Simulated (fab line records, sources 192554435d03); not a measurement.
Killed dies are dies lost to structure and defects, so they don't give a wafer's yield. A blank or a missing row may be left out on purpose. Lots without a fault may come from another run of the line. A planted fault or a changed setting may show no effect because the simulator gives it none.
fab line records | flow n5_finfet
record lots=4 wafers=12 last_day=16
route steps=1938 shown HKMG_FIN@437 GATE_CUT@465 PASSIVATION@1936
lots that met no fault: from a run of the same line without faults
start_h: hours from the record's first day to the start of the lot's first wafer shown | wait_h: hours since the lot's step before | " the same as in the row above | L1.1+2: a row that stands for several wafers | - no value, or no start given | * or withheld: withheld | < > ~ a bound
route shown NAME@n: a module of which the file shows steps, and the number in the route of the first | usual: mean/standard deviation of fault-free wafers | same: alike in all rows | chamber/n: place in a boat | sites: the reading at each site | _std_site: their standard deviation | _edge_site: outer sites' mean less inner sites' | radius_mm: how far each site lies from the wafer's centre | mask NAME#n: copy n | behind: the tool/chamber that last shaped the wafer | hold: why the lot was held/for how many hours/how that ended | device: the transistor (n, p or np) that didn't switch | end of line: the same wafers' tests at the end of the route | a step without rows: its recipe alone | killed: dies lost to structure and defects at the first sort, not the wafer's yield | map: a wafer's dies, x killed, . not, _ none there
set.NAME: the setting as run; set.NAME@STEP: as run at that earlier step | model.NAME: the simulator's own value behind a step, which no gauge read
lots at some steps of the route; a table a step, a row a wafer
services: from which hour (start_h, from the record's first day; less than 0 if before it) a tool's chamber was out of use, for how many hours, and why
## steps
# step N5_HKMG_FIN_STRIP_34
# recipe chemistry=CF4 resist=SiARC power_w=300 bias_power_w=75 pressure_mtorr=50 cf4_flow_sccm=150 rf_frequency_hz=6e+07
# step N5_HKMG_FIN_ETCH_35
# recipe chemistry=N2/H2 target=SOC target_depth_a=2158 ion_energy_ev=65 bias_w=5 source_w=3000 time_s=243.4 pressure_mtorr=30 n2_flow_sccm=200 h2_flow_sccm=200
# step N5_HKMG_FIN_STRIP_92
# recipe chemistry=N2/H2 material=SOC time_s=20 power_w=500 temp_c=40 pressure_mtorr=50 rf_frequency_hz=6e+07 bias_power_w=8 h2_frac=0.5 n2_flow_sccm=300 h2_flow_sccm=300
# step N5_HKMG_FIN_WET_ETCH_18
# recipe chemistry=SC1 target=TiN mix=1:1:5 temp_c=* time_s=55 target_depth_nm=5.2 dry=ipa_marangoni rinse_time_s=30 rinse_temp_c=23
# step N5_HKMG_FIN_STRIP_19
# recipe chemistry=N2/H2 power_w=2500 temp_c=300 h2_frac=0.65 time_s=360 pressure_mtorr=withheld n2_flow_sccm=1750 h2_flow_sccm=3250
# step N5_HKMG_FIN_ALD_91
# recipe material=TiN target_thk_a=10 temp_c=400 ald_precursor_family=TiCl4 ald_co_reactant=NH3 pulse_time_s=1 purge_time_s=3 co_reactant_purge_time_s=2 co_reactant_pulse_time_s=2 ald_cycles=47 pressure_torr=3
# step N5_HKMG_FIN_COAT_85
# recipe resist=SOC temp_c=250 time_s=60 spin_rpm=1500 resist_thk_nm=300
# step N5_HKMG_FIN_ETCH_86
# recipe chemistry=N2/H2 target=SOC target_depth_a=3932 stop_on=TiN ion_energy_ev=100 bias_w=61 pressure_mtorr=30 source_w=850 n2_flow_sccm=200 h2_flow_sccm=200
# step N5_HKMG_FIN_STRIP_89
# recipe chemistry=N2/H2 material=SOC time_s=20 power_w=500 temp_c=40 pressure_mtorr=50 rf_frequency_hz=6e+07 bias_power_w=8 h2_frac=0.5 n2_flow_sccm=300 h2_flow_sccm=300
# step N5_HKMG_FIN_WET_ETCH_87
# recipe chemistry=SC1 target=TiN mix=1:2:40 temp_c=50 time_s=154.2 target_depth_nm=4.7 dry=ipa_marangoni rinse_time_s=30 rinse_temp_c=23
# step N5_HKMG_FIN_STRIP_88
# recipe chemistry=N2/H2 power_w=2500 temp_c=300 h2_frac=0.65 time_s=360 pressure_mtorr=withheld n2_flow_sccm=1750 h2_flow_sccm=3250
# step N5_HKMG_FIN_NWFM_ALD_20
# recipe material=TiAlC target_thk_a=20 temp_c=300 ald_precursor_family=TiCl4 ald_co_reactant=TEA pulse_time_s=3 purge_time_s=2 co_reactant_purge_time_s=2 co_reactant_pulse_time_s=10 ald_cycles=7 pressure_torr=3
# step N5_HKMG_FIN_ALD_71
# recipe material=TiN target_thk_a=10 temp_c=400 ald_precursor_family=TiCl4 ald_co_reactant=NH3 pulse_time_s=1 purge_time_s=3 co_reactant_purge_time_s=2 co_reactant_pulse_time_s=2 ald_cycles=47 pressure_torr=3
# usual heater_power_w=857/79 precursor_pulse_height_rel=0.999/0.018 susceptor_temp_C=400.02/0.21
# columns lot.wafer tool chamber start_h wait_h heater_power_w precursor_pulse_height_rel susceptor_temp_C
L643.2 ald_metal-02 0 125.18 0.0 850 0.995 400.01
L643.4 " 1 " " 801 0.993 399.87
L643.6 " 3 " " 809 1.002 399.84
L646.1 ald_metal-02 2 139.52 0.0 909 1.001 399.74
L646.2 " 3 " " 847 1.015 400.19
L646.6 " 0 " " 828 0.993 399.90
L647.2 ald_metal-02 3 142.12 0.0 836 1.016 399.91
L647.3 " 2 " " 907 0.978 400.18
L647.6 " 1 " " 790 1.002 400.01
L655.1 ald_metal-03 0 191.53 0.0 840 1.045 400.34
L655.3 " 3 " " 818 1.010 400.01
L655.4 " 3 " " 808 0.991 399.61
# step N5_HKMG_FIN_COAT_66
# recipe resist=SOC temp_c=250 time_s=60 spin_rpm=1500 resist_thk_nm=300
# step N5_HKMG_FIN_ETCH_67
# recipe chemistry=N2/H2 target=SOC target_depth_a=3889 stop_on=TiN ion_energy_ev=100 bias_w=61 pressure_mtorr=30 source_w=850 n2_flow_sccm=200 h2_flow_sccm=200
# step N5_HKMG_FIN_STRIP_90
# recipe chemistry=N2/H2 material=SOC time_s=20 power_w=500 temp_c=40 pressure_mtorr=50 rf_frequency_hz=6e+07 bias_power_w=8 h2_frac=0.5 n2_flow_sccm=300 h2_flow_sccm=300
# step N5_HKMG_FIN_WET_ETCH_73
# recipe chemistry=SC1 mix=1:2:40 temp_c=50 time_s=42.3 target_depth_nm=1.3 dry=ipa_marangoni rinse_time_s=30 rinse_temp_c=23
# step N5_HKMG_FIN_ETCHBACK_68
# recipe chemistry=Cl2/Ar stop_on=HfO2 target_depth_a=5 pressure_mtorr=10 icp_w=600 bias_w=60 Cl2_flow_sccm=40 Ar_flow_sccm=60
# step N5_HKMG_FIN_STRIP_69
# recipe chemistry=N2/H2 power_w=2500 temp_c=300 h2_frac=0.65 time_s=360 pressure_mtorr=withheld n2_flow_sccm=1750 h2_flow_sccm=3250
# step N5_HKMG_FIN_ALD_21
# recipe material=TiN target_thk_a=15 temp_c=400 ald_precursor_family=TiCl4 ald_co_reactant=NH3 pulse_time_s=1 purge_time_s=3 co_reactant_purge_time_s=2 co_reactant_pulse_time_s=2 ald_cycles=68 pressure_torr=3
# step N5_HKMG_FIN_ALD_72
# recipe material=W target_thk_a=20 temp_c=300 pressure_torr=7.5 ald_precursor_family=WF6 ald_co_reactant=B2H6 pulse_time_s=1 purge_time_s=2 co_reactant_purge_time_s=2 co_reactant_pulse_time_s=3 ald_cycles=7
# step N5_HKMG_FIN_W_FILL_22
# recipe material=W target_thk_a=600 temp_c=400 pressure_torr=39.4 time_s=18.2
# step N5_HKMG_FIN_PRECLEAN_83
# recipe chemistry=DIW time_s=57.5 temp_c=23
# step N5_HKMG_FIN_SRD_84
# recipe dry_time_s=32 dry=n2_spin spin_rpm=1500
# step N5_HKMG_FIN_CMP_23
# recipe stop_on=SiNx t_overpolish_s=10 post_cmp_clean=rinse_only down_force_psi=4 platen_rpm=50.289 pad_velocity_m_s=1.0006 target_thk_nm=46.326
# step N5_HKMG_FIN_CMP_94
# recipe stop_on=SiNx post_cmp_clean=w_dilute_nh4oh t_overpolish_s=4.7 down_force_psi=4 platen_rpm=50.289 pad_velocity_m_s=1.0006 target_thk_nm=43.299
# step N5_GATE_CUT_ETCHBACK_00
# recipe chemistry=SF6/Cl2 target=W pressure_mtorr=8 icp_w=900 bias_w=80 SF6_flow_sccm=40 Cl2_flow_sccm=60
# step N5_GATE_CUT_ETCH_56
# recipe chemistry=Cl2/Ar target=TiN target_depth_a=216 pressure_mtorr=10 icp_w=600 bias_w=60 Cl2_flow_sccm=40 Ar_flow_sccm=60
# step N5_GATE_CUT_ETCHBACK_30
# recipe chemistry=Cl2/Ar target=TiN target_depth_a=30 mode=isotropic pressure_mtorr=10 icp_w=600 bias_w=60 Cl2_flow_sccm=40 Ar_flow_sccm=60
# step N5_GATE_CUT_VAPOR_ETCH_60
# recipe chemistry=BCl3/Cl2 target=HfO2 mode=isotropic
# step N5_GATE_CUT_ETCH_58
# recipe chemistry=CH3F/O2 target=SiNx target_depth_a=170 time_s=128.6 ion_energy_ev=50 pressure_mtorr=30 source_w=415 bias_w=21 Ar_flow_sccm=150 CH3F_flow_sccm=30 O2_flow_sccm=20
# step N5_GATE_CUT_STRIP_59
# recipe chemistry=N2/H2 time_s=20 power_w=100 temp_c=40 pressure_mtorr=100 rf_frequency_hz=6e+07 bias_power_w=3 n2_flow_sccm=300 h2_flow_sccm=300
# step N5_GATE_CUT_PRECLEAN_31
# recipe temp_c=23 chemistry=DIW time_s=300
# step N5_GATE_CUT_SRD_32
# recipe time_s=30 temp_c=23 rinse_liquid=diw dry=ipa_marangoni
# step N5_GATE_CUT_SAC_CAP_01
# recipe material=SiNx target_thk_a=240 temp_c=400 ald_precursor_family=SiH2I2 ald_co_reactant=N2/H2-plasma pulse_time_s=1 ald_cycles=480 purge_time_s=2 co_reactant_purge_time_s=2 pressure_torr=2
# step N5_GATE_CUT_PECVD_57
# recipe material=SiNx target_thk_a=210 temp_c=400 precursor=SiH4/NH3/N2 pressure_torr=1.5 rf_w=300
# step N5_GATE_CUT_CMP_02
# recipe stop_on=SiO2 t_overpolish_s=12.7 post_cmp_clean=alkaline_brush down_force_psi=2.5 platen_rpm=51.8 pad_velocity_m_s=1.0307 target_thk_nm=0
# step N5_GATE_CUT_HM_DEP_46
# recipe material=SiO2 target_thk_a=1300 temp_c=400 precursor=TEOS/O2 pressure_torr=6.5 rf_w=900 teos_flow_sccm=161.4 gas=O2 flow_sccm=2650 time_s=26.6
# step N5_GATE_CUT_COAT_34
# recipe resist=SOC temp_c=250 time_s=60 spin_rpm=1500 resist_thk_nm=60
# step N5_PASSIVATION_PROBE_49
# usual defect_limited_yield=91.6/1.6 killed_at_M0_to_M3=31/10 killed_at_M4_up=14/6.3 killed_at_contacts=12/6.1 killed_at_front_end=39/12 killed_at_other=3.7/2.8 killed_dies=100/19 killed_open=66/14 killed_short=33/8.1 sort_bin_5_function=5.0/1.1 sort_bin_6_memory=3.2/0.66 sort_n_pass=1080/18 sort_yield_pct=91.6/1.6
# same gross_dies=1180 killed_at_back_side=0 sort_bin_4_leakage[%]=0 sort_bin_8_speed[%]=0
# columns lot.wafer tool chamber start_h wait_h defect_limited_yield[%] killed_at_M0_to_M3 killed_at_M4_up killed_at_contacts killed_at_front_end killed_at_other killed_dies killed_open killed_short sort_bin_5_function[%] sort_bin_6_memory[%] sort_n_pass sort_yield_pct[%]
L646.1 prober-01 - 331.02 0.0 78.4 47 12 6 190 0 255 72 29 12.7 4.7 925 78.4
L646.2 prober-01 - 331.07 0.1 86.5 30 11 7 110 1 159 54 24 7.6 3.5 1021 86.5
L646.6 prober-01 - 331.27 0.3 85.0 27 14 3 132 1 177 61 18 8.7 3.6 1003 85.0
L647.2 prober-01 - 339.29 0.1 86.4 31 15 13 91 10 160 58 29 7.0 4.2 1020 86.4
L647.3 prober-01 - 339.34 0.1 78.4 30 17 8 189 11 255 61 32 12.1 4.5 925 78.4
L647.6 prober-01 - 339.49 0.3 86.1 15 18 9 119 3 164 45 34 7.6 3.8 1016 86.1
# killed by level:class
L646.1 HKMG_FIN:unspecified=154 BEOL_M0_SAQP:geometric_particle:open=18 STI_FIN_REVEAL:geometric_particle:open=17 BEOL_M0_SAQP:geometric_particle:short=12 MOL_CONTACT_COAG:geometric_particle:open=5 BEOL_M3:geometric_particle:open=5 BEOL_M1:geometric_particle:open=4 BEOL_M2:geometric_particle:open=4
L646.2 HKMG_FIN:unspecified=77 FIN_SAQP:geometric_particle:open=9 BEOL_M0_SAQP:geometric_particle:open=7 BEOL_M0_SAQP:geometric_particle:short=7 BEOL_M4:geometric_particle:open=7 MOL_CONTACT_COAG:geometric_particle:open=6 BEOL_M3:geometric_particle:open=6 FIN_SAQP:geometric_particle:short=4
L646.6 HKMG_FIN:unspecified=97 BEOL_M3:geometric_particle:open=12 FIN_SAQP:geometric_particle:open=12 BEOL_M0_SAQP:geometric_particle:open=7 FIN_SAQP:geometric_particle:short=4 BEOL_M0_SAQP:geometric_particle:short=4 STARTING-WAFER:geometric_particle:short=4 BEOL_M4:geometric_particle:open=4
L647.2 HKMG_FIN:unspecified=72 BEOL_M2:geometric_particle:open=15 MOL_CONTACT_COAG:geometric_particle:open=10 BEOL_M4:geometric_particle:open=7 GATE_CUT:geometric_particle:short=5 FIN_SAQP:geometric_particle:short=3 MOL_CONTACT_COAG:geometric_particle:short=3 BEOL_M0_SAQP:geometric_particle:open=3
L647.3 HKMG_FIN:unspecified=157 BEOL_M4:geometric_particle:open=8 BEOL_M2:geometric_particle:open=8 MOL_CONTACT_COAG:geometric_particle:open=7 FIN_SAQP:geometric_particle:open=6 FIN_SAQP:geometric_particle:short=5 DUMMY_GATE:geometric_particle:open=5 BEOL_M1:geometric_particle:open=5
L647.6 HKMG_FIN:unspecified=85 FIN_SAQP:geometric_particle:short=9 BEOL_M4:geometric_particle:open=8 STI_FIN_REVEAL:geometric_particle:open=6 FIN_SAQP:geometric_particle:open=5 MOL_CONTACT_COAG:geometric_particle:open=5 BEOL_M2:geometric_particle:open=5 MOL_CONTACT_COAG:geometric_particle:short=4
# map L646.1 (x killed, . not)
_________________.......xx...________________
______________.x...x............_____________
___________.x.x.............x.....x__________
__________.....x..x...x....x........_________
________...............x..x..xx......._______
_______.x..............x....x...x......______
______..x........x............x........._____
_____......x...xx.....x..................____
____.....x..x.............................___
___.......................x................__
___................x.......x.........x..x..__
__.........x.............x.xx..............._
__......................x...x..............._
_............x.........x...x............x....
_..................xx......x....x..xx........
_................................x...x.......
_...................x...x.......x..x...x.....
_.....x.......x................xxxx..........
_...x.........x............xxxxxx.x........x.
_.......................xxx.xxxxxxxxx.xx.....
_..x...x..x.x......x.....x.xxxxxxxxxxx.......
__.....................xxxxxxxxxxxxxxxx..x.._
__...x......x.........x.xxxxxxxxxxxxxxxx.x.._
___...............x......xxxxxxxxxxxxxxx.x.__
___....x.x...x...x......xxxxxxxxxxxxxx..xx.__
____...xx..x.x...........xxxxxxxxxxxxx....___
_____.......xx.........xxxxxxxxxxxxxxxx..____
______.....x.x...........xxxxxxxxxxxxx.x_____
_______.x........x...x...xxx.xxxxx.x...______
________.x...................x.xxx...._______
__________..x....xx...............x._________
___________........x..........x....__________
______________.....x...x....x..._____________
_________________............________________
# map L647.3 (x killed, . not)
_________________.........x..________________
______________.x....xx.......x.._____________
___________.x.................x....__________
__________.....x.x........x......x.._________
________............x..........xx.x..._______
_______................................______
______........x.......x..........x......_____
_____.........x...x................x..x..____
____x...........x.......................x.___
___................x...x...............x...__
___x.............x.........x...............__
__......................x....x.............._
__.....x.x....x............x......x.....x..._
_.x..........x..xx..........x...........x....
_.......x...x.x.....x.x.....x..x.............
_.......................x.xx...x.xx..........
_...............x..............x.........x...
_.......x........x..........x...x..x.....x...
_...x..............x.......xxxxxxxxxx.....x..
_...................x....xxxxxxxxxxxxx.x.....
_.....x.................x.xxxxxxxxxxx.x.xx...
__...................x..xxxxxxxxxxxxxxxx...._
__x.....x..............xxxxxxxxxxxxxxxx....x_
___x........x........x..x.xxxxxxxxxxxxx.x..__
___.....x...............xxxxxxxxxxxxxx.x..x__
____x....x.x.xx........xxxxxxxxxxxxxxxx...___
_____.....................xxxxxxxxxxxxxx.____
______....................xxxxxxxxxxx..._____
_______....................x.xxxxx.x...______
________.......x........x....xx..xx.xx_______
__________..........x..........x...._________
___________........x..x......x.....__________
______________.x..x...x........._____________
_________________.xx...xx....________________
## services
# columns tool chamber start_h hours kind
ald_metal-03 1 149.61 10.4 repair
ald_metal-03 2 151.85 23.3 repair
ald_metal-03 1 176.30 19.3 repair
## key
first_sign step=N5_PASSIVATION_PROBE_49 reading=killed_at_front_end direction=up sigmas=8.1 usual=39 struck=138
effect step=N5_PASSIVATION_PROBE_49 reading=defect_limited_yield direction=down sigmas=5.1 usual=91.6 struck=83.5
more_kills_born_at N5_HKMG_FIN_ALD_71@ald_metal-02=642
met_at N5_HKMG_FIN_ALD_71
struck_wafers L646.1,L646.2,L646.6,L647.2,L647.3,L647.6
onset_between 125.18 139.52
fault kind=chamber_particle_source tool=ald_metal-02 chamber=- onset_h=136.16 steps=N5_HKMG_FIN_ALD_71 rate_per_visit_cm2=1.8292 end_h=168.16
